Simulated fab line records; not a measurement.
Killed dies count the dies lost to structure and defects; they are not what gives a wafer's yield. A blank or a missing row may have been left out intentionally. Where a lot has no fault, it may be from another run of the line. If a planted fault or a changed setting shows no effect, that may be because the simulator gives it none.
Chamber matching -- flow n5Finfet -- N5_BEOL_M2_PRE_CLEAN_60 on cvdCo-01: 3 sister chambers
The step time 15 s. 6 wafers are shown with their chamber, then 9 later ones without.

== WAFERS PAIRED WITH THEIR CHAMBERS ==
wafer,chamber,heaterPowerW (W)
L478.2,2,85
L485.1,1,115
L485.5,0,65
L486.1,0,65
L486.2,2,86
L486.3,1,109

== WAFERS WITHOUT THEIR CHAMBER ==
wafer,heaterPowerW (W)
L494.1,64
L494.3,88
L494.6,112
L495.2,65
L495.3,85
L495.6,66
L496.1,110
L496.3,86
L496.6,65

== THE CHAMBER EACH PASSED THROUGH ==
wafer,from the rows above,in truth
L494.1,0,0
L494.3,2,2
L494.6,1,1
L495.2,0,0
L495.3,2,2
L495.6,0,0
L496.1,1,1
L496.3,2,2
L496.6,0,0
Correct placement for 9 of the 9. Left unplaced by these rows: 0. Wrongly placed: 0.
How it was worked out, from the rows above alone: a wafer's distance from a chamber is the root of the sum, over the readings, of the square of ((its reading less the chamber's mean) divided by the reading's scatter). The wafer belongs to the nearest chamber; if the next one is less than 2 further off, it can't be placed. A chamber's mean is the mean of its shown wafers. The scatter is the square root of a quotient: the sum, over the shown wafers, of each reading's squared deviation from its chamber's mean, divided by wafers minus chambers.
